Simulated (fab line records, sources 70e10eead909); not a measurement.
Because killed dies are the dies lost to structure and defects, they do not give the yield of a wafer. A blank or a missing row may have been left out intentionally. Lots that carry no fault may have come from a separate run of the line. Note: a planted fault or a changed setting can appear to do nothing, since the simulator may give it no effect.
fab line records	flow nand_harc
record lots=13	wafers=39	last_day=34
route steps=1302 shown A_SLIT@922 A_WL_FILL@952
lots that met no fault: from a run of the same line without faults
start_h: hours from the record's first day to the start of the lot's first wafer shown	wait_h: how many hours have passed since the lot's step before this one	" same as the row above	L1.1+2: several wafers, shown together as one row	- value missing, or start not given	* or withheld: withheld	< > ~ a bound
route shown NAME@n: a module of which the file shows steps, and the number in the route of the first	usual: the fault-free wafers' mean and standard deviation	same: alike in all rows	chamber/n: place in a boat	sites: each site's reading	_std_site: the values' standard deviation	_edge_site: mean of outer sites minus mean of inner sites	radius_mm: for every site, how far away it sits from the centre of the wafer	mask NAME#n: copy n	behind: the most recent tool/chamber to have shaped the wafer	hold: the reason the lot was held/the length of the hold in hours/how it ended	device: whichever transistor did not switch (one of n, p or np)	end of line: tests run on the same wafers once the route is complete	where a step has no rows: the recipe by itself	killed: at the first sort, the dies lost to defects and structure; wafer yield is something else	map: shows each die of a wafer: x if killed, . if not, _ if none is there
set.NAME: the setting as run; set.NAME@STEP: as run at that earlier step	model.NAME: the simulator's own value behind a step, which no gauge read
a sample of lots followed through the steps of the route, with each step as a table and each wafer as a row
services: a tool's chamber out of use, with start hour (start_h, from the record's first day; less than 0 if before it), hours out, and reason
## steps
# step NHARC_A_SLIT_DEP_25
# recipe target_thk_a=2000	temp_c=400	pressure_torr=6.5	rf_w=900	teos_flow_sccm=161.4	flow_sccm=2650	target_thk_nm=200	gas=O2	material=SiO2
# usual heater_power_outer_w=314/65	heater_power_w=582/94	rf_fwd_power_W=898/3.1	throttle_valve_pct=15.8/0.49
lot.wafer	tool	chamber	start_h	wait_h	heater_power_outer_w	heater_power_w	rf_fwd_power_W	throttle_valve_pct
L847.1	pecvd-01	1	455.78	0.1	360	674	890	16.0
L847.2	"	2	"	"	307	574	903	15.7
L847.5	"	1	"	"	373	690	893	16.2
L846.1	pecvd-03	1	455.82	0.1	390	630	899	16.5
L846.3	"	0	"	"	389	676	899	16.3
L846.6	"	0	"	"	394	705	898	16.0
L848.1	pecvd-01	2	460.94	0.1	211	443	900	15.7
L848.3	"	1	"	"	335	642	899	16.1
L848.5	"	1	"	"	341	650	898	16.1
L850.3	pecvd-03	1	474.32	0.1	383	628	901	16.4
L850.2	"	2	"	"	296	551	894	15.8
L850.5	"	1	"	"	393	643	897	16.3
L853.1	pecvd-01	2	517.49	0.1	280	532	895	15.9
L853.2	"	1	"	"	350	667	892	15.6
L853.5	"	0	"	"	297	598	895	16.1
L856.2	pecvd-01	2	539.28	0.1	242	490	901	15.5
L856.6	"	1	"	"	344	657	897	15.7
L856.5	"	0	"	"	279	553	897	16.0
L858.3	pecvd-04	2	561.88	0.1	210	405	900	15.4
L858.6	"	2	"	"	218	419	900	15.5
L858.5	"	0	"	"	264	538	895	14.5
L857.3	pecvd-01	2	561.89	0.1	314	579	901	15.8
L857.4	"	1	"	"	397	731	900	16.0
L857.5	"	2	"	"	316	586	901	15.9
L864.3	pecvd-04	2	608.40	0.1	224	430	897	15.4
L864.1	"	0	"	"	256	537	901	14.9
L864.4	"	2	"	"	229	442	898	15.5
L863.2	pecvd-01	2	608.41	0.1	341	606	903	16.1
L863.1	"	0	"	"	262	527	895	16.2
L863.5	"	2	"	"	345	636	905	16.0
L865.2	pecvd-01	1	639.49	0.1	365	689	899	15.6
L865.1	"	2	"	"	239	493	903	15.7
L865.6	"	1	"	"	373	694	900	16.0
L866.3	pecvd-03	1	639.49	0.1	356	574	904	16.2
L866.2	"	2	"	"	376	652	901	15.6
L866.4	"	2	"	"	372	657	903	15.2
L868.1	pecvd-03	2	667.40	0.1	382	676	896	15.4
L868.6	"	0	"	"	401	741	896	15.9
L868.4	"	2	"	"	394	673	898	15.6
# step NHARC_A_SLIT_OVL_MEAS_10
# usual overlay_x_nm=0.1/0.84	overlay_y_nm=0.0/0.91
lot.wafer	tool	chamber	start_h	wait_h	overlay_x_nm	overlay_y_nm
L847.1	overlay-01	-	461.27	-	1.0	-0.4
L847.2	"	-	"	"	1.5	-0.5
L847.5	"	-	"	"	1.7	-0.4
L846.1	overlay-02	-	461.46	-	0.2	-1.1
L846.3	"	-	"	"	-0.8	-2.0
L846.6	"	-	"	"	0.3	-1.5
L848.1	overlay-01	-	466.87	-	-0.3	0.1
L848.3	"	-	"	"	-0.1	0.7
L848.5	"	-	"	"	-0.9	-0.1
L850.2	overlay-01	-	480.43	-	-1.2	0.0
L850.3	"	-	"	"	-1.5	-1.0
L850.5	"	-	"	"	-1.0	-0.2
L853.1	overlay-02	-	524.95	-	-0.6	0.6
L853.2	"	-	"	"	-0.6	0.3
L853.5	"	-	"	"	-0.5	0.5
L856.2	overlay-01	-	546.06	-	0.7	-0.6
L856.5	"	-	"	"	1.3	-0.6
L856.6	"	-	"	"	0.4	-0.5
L858.3	overlay-02	-	567.58	-	0.1	-1.6
L858.5	"	-	"	"	0.3	-1.5
L858.6	"	-	"	"	0.1	-1.5
L857.3	overlay-02	-	568.36	-	-0.4	1.3
L857.4	"	-	"	"	-0.4	1.5
L857.5	"	-	"	"	-0.6	1.4
L864.1	overlay-02	-	617.88	-	0.4	0.9
L864.3	"	-	"	"	0.1	0.9
L864.4	"	-	"	"	0.8	1.0
L863.1	overlay-02	-	619.33	-	1.7	0.1
L863.2	"	-	"	"	1.1	-0.6
L863.5	"	-	"	"	1.2	-0.7
L865.1	overlay-02	-	644.34	-	0.6	-0.9
L865.2	"	-	"	"	1.2	-1.1
L865.6	"	-	"	"	-0.2	-1.3
L866.2	overlay-01	-	644.51	-	-0.6	-0.2
L866.3	"	-	"	"	0.4	-0.6
L866.4	"	-	"	"	-0.5	-0.2
L868.1	overlay-01	-	679.97	-	-0.1	1.3
L868.4	"	-	"	"	0.2	1.3
L868.6	"	-	"	"	-0.1	1.1
# step NHARC_A_WL_FILL_ALD_00
# recipe target_thk_a=30	pulse_time_s=3	ald_cycles=30	temp_c=300	material=Al2O3
# usual ald_cycles=30/0	heater_power_outer_w=265/34	heater_power_w=463/44	precursor_pulse_height_rel=0.997/0.019
lot.wafer	tool	chamber	start_h	wait_h	ald_cycles	heater_power_outer_w	heater_power_w	precursor_pulse_height_rel
L847.1	ald_hk-04	3	474.40	0.1	30	263	469	1.005
L847.2	"	0	"	"	30	257	488	0.986
L847.5	"	3	"	"	30	267	470	1.008
L846.3	ald_hk-04	3	478.26	0.1	30	272	469	1.027
L846.1	"	0	"	"	30	260	465	1.007
L846.6	"	1	"	"	30	290	477	0.979
L848.3	ald_hk-02	1	482.09	0.2	30	238	422	1.007
L848.1	"	3	"	"	30	308	521	1.013
L848.5	"	1	"	"	30	247	422	1.001
L850.3	ald_hk-01	2	494.19	0.1	30	334	529	1.004
L850.2	"	3	"	"	30	290	516	0.975
L850.5	"	1	"	"	30	218	382	0.991
L853.2	ald_hk-01	0	538.16	0.1	30	237	439	1.005
L853.1	"	2	"	"	30	324	523	0.983
L853.5	"	0	"	"	30	230	423	1.008
L856.2	ald_hk-02	2	559.16	0.1	30	265	496	0.990
L856.5	"	0	"	"	30	255	459	1.006
L856.6	"	1	"	"	30	243	416	1.002
L858.3	ald_hk-01	0	580.94	0.1	30	235	431	0.997
L858.6	"	0	"	"	30	230	435	0.981
L858.5	"	1	"	"	34	217	386	0.995
L857.3	ald_hk-01	3	581.11	0.2	30	294	494	1.014
L857.4	"	0	"	"	34	230	430	0.995
L857.5	"	3	"	"	34	295	520	1.000
L864.4	ald_hk-04	1	631.49	0.1	30	287	462	0.980
L864.1	"	2	"	"	30	208	393	1.024
L864.3	"	3	"	"	30	262	462	1.038
L863.2	ald_hk-04	0	636.24	2.5	30	265	482	0.994
L863.1	"	2	"	"	30	212	400	0.992
L863.5	"	3	"	"	30	264	459	1.032
L865.1	ald_hk-04	3	657.38	0.1	30	272	475	0.991
L865.2	"	0	"	"	30	265	481	0.981
L865.6	"	3	"	"	30	268	461	1.016
L866.3	ald_hk-02	3	657.44	0.1	30	300	500	1.015
L866.4	"	0	"	"	30	254	470	1.000
L866.2	"	1	"	"	30	238	420	1.001
L868.4	ald_hk-01	0	693.10	0.1	30	229	423	0.978
L868.1	"	2	"	"	30	315	497	1.005
L868.6	"	0	"	"	30	229	431	0.991
# step NHARC_A_WL_FILL_CVD_03
# recipe target_thk_a=400	temp_c=300	pressure_torr=40	wf6_flow_sccm=40	h2_flow_sccm=1600	ar_flow_sccm=1560	time_s=279	material=W
# usual heater_power_outer_w=266/24	heater_power_w=492/31	throttle_valve_pct=7.9/0.53
# same time_s=279
lot.wafer	tool	chamber	start_h	wait_h	heater_power_outer_w	heater_power_w	throttle_valve_pct
L847.1	cvd_w-02	0	475.29	0.1	272	484	8.0
L847.2	"	0	"	"	276	471	7.9
L847.5	"	0	"	"	272	480	7.8
L846.1	cvd_w-01	1	479.17	0.1	249	481	8.7
L846.3	"	1	"	"	247	500	8.6
L846.6	"	1	"	"	248	497	8.6
L848.1	cvd_w-01	1	483.05	0.1	254	482	8.5
L848.3	"	0	"	"	248	460	7.8
L848.5	"	1	"	"	246	498	8.4
L850.2	cvd_w-01	0	495.06	0.1	247	486	8.0
L850.3	"	0	"	"	244	468	8.0
L850.5	"	0	"	"	240	487	8.2
L853.1	cvd_w-01	1	539.05	0.1	251	490	8.5
L853.2	"	0	"	"	239	476	8.0
L853.5	"	1	"	"	256	485	8.4
L856.2	cvd_w-02	0	560.07	0.1	276	479	7.9
L856.6	"	1	"	"	301	534	7.1
L856.5	"	0	"	"	278	488	8.1
L858.3	cvd_w-01	0	582.05	0.2	246	490	8.2
L858.6	"	1	"	"	242	469	8.6
L858.5	"	0	"	"	242	494	8.1
L857.3	cvd_w-02	1	582.21	0.2	301	557	7.2
L857.4	"	0	"	"	274	482	8.0
L857.5	"	0	"	"	273	477	8.2
L864.1	cvd_w-01	1	632.45	0.1	242	472	8.7
L864.3	"	1	"	"	239	465	8.8
L864.4	"	0	"	"	246	483	8.0
L863.2	cvd_w-01	1	637.13	0.1	241	460	8.5
L863.1	"	0	"	"	239	489	8.1
L863.5	"	1	"	"	243	478	8.8
L865.2	cvd_w-01	1	658.27	0.1	241	476	8.6
L865.1	"	0	"	"	250	495	7.9
L865.6	"	0	"	"	251	507	8.4
L866.2	cvd_w-02	0	658.51	0.1	255	440	7.4
L866.4	"	1	"	"	323	552	7.2
L866.3	"	0	"	"	261	441	7.7
L868.1	cvd_w-02	0	693.99	0.1	247	439	7.3
L868.4	"	0	"	"	260	436	7.9
L868.6	"	0	"	"	252	431	7.8
## services
tool	chamber	start_h	hours	kind
ald_hk-04	-	432.52	10.0	pm
pecvd-03	0	432.71	5.5	repair
pecvd-04	1	435.10	6.7	repair
pecvd-03	2	445.72	9.5	repair
cvd_w-02	-	450.14	13.0	pm
pecvd-04	-	450.56	13.0	pm
cvd_w-02	1	466.43	19.1	repair
ald_hk-01	-	476.10	10.0	pm
cvd_w-01	-	486.14	4.2	repair
pecvd-04	0	488.03	3.7	repair
pecvd-01	-	492.06	13.0	pm
cvd_w-02	1	514.51	5.5	repair
cvd_w-01	1	545.08	23.6	repair
pecvd-03	-	547.00	13.0	pm
cvd_w-01	-	548.41	13.0	pm
pecvd-01	1	564.12	6.0	repair
cvd_w-02	-	580.41	0.4	repair
pecvd-03	2	597.74	4.7	repair
ald_hk-01	-	602.69	1.0	repair
ald_hk-04	-	612.52	10.0	pm
cvd_w-02	-	631.14	13.0	pm
ald_hk-01	-	657.58	10.0	pm
pecvd-01	-	673.27	13.0	pm
ald_hk-01	-	679.92	0.7	repair
## key
first_sign step=NHARC_A_WL_FILL_ALD_00	reading=ald_cycles	direction=up	sigmas=99+	usual=30	struck=34
effect none on later readings
met_at NHARC_A_WL_FILL_ALD_00
struck_lots L857,L858
struck_wafers L857.4,L857.5,L858.5
tester_left_out L857,L858
not_acting_at NHARC_A_SLIT_DEP_25,NHARC_A_SLIT_OVL_MEAS_10,NHARC_A_WL_FILL_CVD_03
onset_between 538.16 580.94
fault kind=process_parameter_drift	tool=ald_hk-01	chamber=-	onset_h=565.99	steps=NHARC_A_WL_FILL_ALD_00	channel=ald_cycles	offset=4	shape=step	end_h=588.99	scope=struck_wafers_only	acts_in=these_recipes_only	stated=30
# tester_left_out: of these lots the tester's yield and bins aren't shown, on N5 and GAA mostly nor the transistor test; their killed dies are dies lost to structure and defects alone, not to doping, threshold or leakage, so they don't give the yield
